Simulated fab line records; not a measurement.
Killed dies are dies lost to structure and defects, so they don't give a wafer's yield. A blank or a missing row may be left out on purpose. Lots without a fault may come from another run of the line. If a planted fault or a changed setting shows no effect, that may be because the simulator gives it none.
Split-lot study	flow n5_finfet	on a route of 1938 steps: 7 lots, 21 wafers read

## THE SPLIT ITSELF
At N5_BEOL_M11_TRENCH_ETCH_37 (etches SiCOH lowk in C4F6/O2, target depth 148.83 nm, time 48 s), the setting time_s was moved away from the recipe's 48 s on 11 of the 21 wafers read, by -11.7% to +12.8%. This setting was run at the recipe's value on the other wafers.

## FROM THE SPLIT TO THE READING: what the file shows between them, 4 steps
- N5_BEOL_M11_ETCH_41: etches SiCN in CH3F/O2, target depth 42.6 nm, time 86 s
- N5_BEOL_M11_STRIP_77: strips in N2/H2, time 10 s
- N5_BEOL_M11_ECD_50: material Cu, target thk 318 nm
- N5_BEOL_M11_ANNEAL_51: time 90 s

## THE READING
Cu_of_BEOL_M11_ECD_50.thk_nm (the simulator's own value, which no gauge read), in nm, at N5_BEOL_M11_CMP_52 (polishes, stops on SiCOH lowk, t overpolish 7 s, target thk 140 nm). The file does not state a usual value for it. Average 140.0 nm, standard deviation 2.3 nm, over the 10 wafers here run with the recipe.

wafer	tool, chamber at the split	time_s as run, s	against the recipe	Cu_of_BEOL_M11_ECD_50.thk_nm, nm	against lot-mates on the recipe
L076.1	rie_diel-05, 3	48	recipe	137.6	-
L076.3	rie_diel-05, 2	48	recipe	141.6	-
L076.6	rie_diel-05, 3	48	recipe	135.4	-
L075.1	rie_diel-05, 0	51.07	+6.4%	151.8	+10.4
L075.2	rie_diel-05, 3	51.07	+6.4%	148	+6.6
L075.3	rie_diel-05, 2	48	recipe	141.4	-
L080.4	rie_diel-02, 3,2	48	recipe	140.2	-
L080.2	rie_diel-02, 1	54.14	+12.8%	158.2	+17.6
L080.1	rie_diel-02, 3,2	48	recipe	141	-
L082.3	rie_diel-06, 0	42.37	-11.7%	123	no lot-mate on the recipe
L082.1	rie_diel-06, 3	42.37	-11.7%	119.6	no lot-mate on the recipe
L082.5	rie_diel-06, 3	42.37	-11.7%	118.8	no lot-mate on the recipe
L088.4	rie_diel-02, 3	44.71	-6.9%	130.2	-7.2
L088.3	rie_diel-02, 1	48	recipe	137.4	-
L088.6	rie_diel-02, 0	44.71	-6.9%	133.6	-3.8
L094.2	rie_diel-05, 2	48	recipe	141.4	-
L094.4	rie_diel-05, 0	48	recipe	141	-
L094.6	rie_diel-05, 0	48	recipe	143	-
L096.4	rie_diel-02, 1	52.81	+10.0%	155.2	no lot-mate on the recipe
L096.2	rie_diel-02, 2	52.81	+10.0%	154.8	no lot-mate on the recipe
L096.6	rie_diel-02, 3	52.81	+10.0%	153.6	no lot-mate on the recipe
Where a row lists several chambers, the file gives one row for several wafers and doesn't say which wafer went through which chamber.

THE FIT
A straight line over all 21 wafers: Cu_of_BEOL_M11_ECD_50.thk_nm changes by +1.51 nm for each +1% of time_s; r = +0.98; the points scatter about the line by 2.3 nm.
The same after taking each lot's own level away (the mean of its wafers on the recipe; 15 wafers): +1.18 nm for each +1%; r = +0.95; scatter 2 nm.
The reading moves by 15 nm for the largest change in time_s, on that fit.
From 137.40 to 141.80 nm: that is the span of the lots' own levels, equal to 1.9 times the standard deviation above.
So the lot-to-lot level changes the slope: the two fits differ.
Check: for one of the wafers moved furthest among these (+12.8%), held out of the fit, the line's prediction against its lot-mates is +13.9 nm. It came out at +17.6 nm against them.

## FURTHER SPLITS ON THESE WAFERS
Note: prior to the reading, these wafers also went through further splits. Each is held against what the fit with the lots' levels taken away leaves over:
other split on the same wafers	wafers away from the commonest value	r with Cu_of_BEOL_M11_ECD_50.thk_nm (lot level and that fit taken away)
N5_BEOL_M9_TRENCH_ETCH_37 time_s	5	-0.02
N5_BEOL_M10_COAT_64 spin_rpm	6	+0.10
N5_BEOL_M10_COAT_22 spin_rpm	7	-0.18
N5_BEOL_M11_VIA_ETCH_34 time_s	8	+0.37

## THE WHOLE CHAIN: every reading that the file lists as answering this split, in the file's order
step	what it does	reading	change (the file's fit)	r (the file's)
N5_BEOL_M11_TRENCH_ETCH_37	etches SiCOH lowk in C4F6/O2, target depth 148.83 nm, time 48 s	etch.depth_nm (the simulator's own value, which no gauge read)	+1.28 nm for each +1% of the setting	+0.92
N5_BEOL_M11_TRENCH_ETCH_37	etches SiCOH lowk in C4F6/O2, target depth 148.83 nm, time 48 s	BEOL_M11.feature_depth_nm (the simulator's own value, which no gauge read)	+1.27 nm for each +1% of the setting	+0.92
N5_BEOL_M11_CMP_52	polishes, stops on SiCOH lowk, t overpolish 7 s, target thk 140 nm	Cu_of_BEOL_M11_ECD_50.thk_nm (the simulator's own value, which no gauge read)	+1.26 nm for each +1% of the setting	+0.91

## THE FILE'S OWN FIT
Cu_of_BEOL_M11_ECD_50.thk_nm changes by +1.26 nm for each +1% of time_s, r = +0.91.
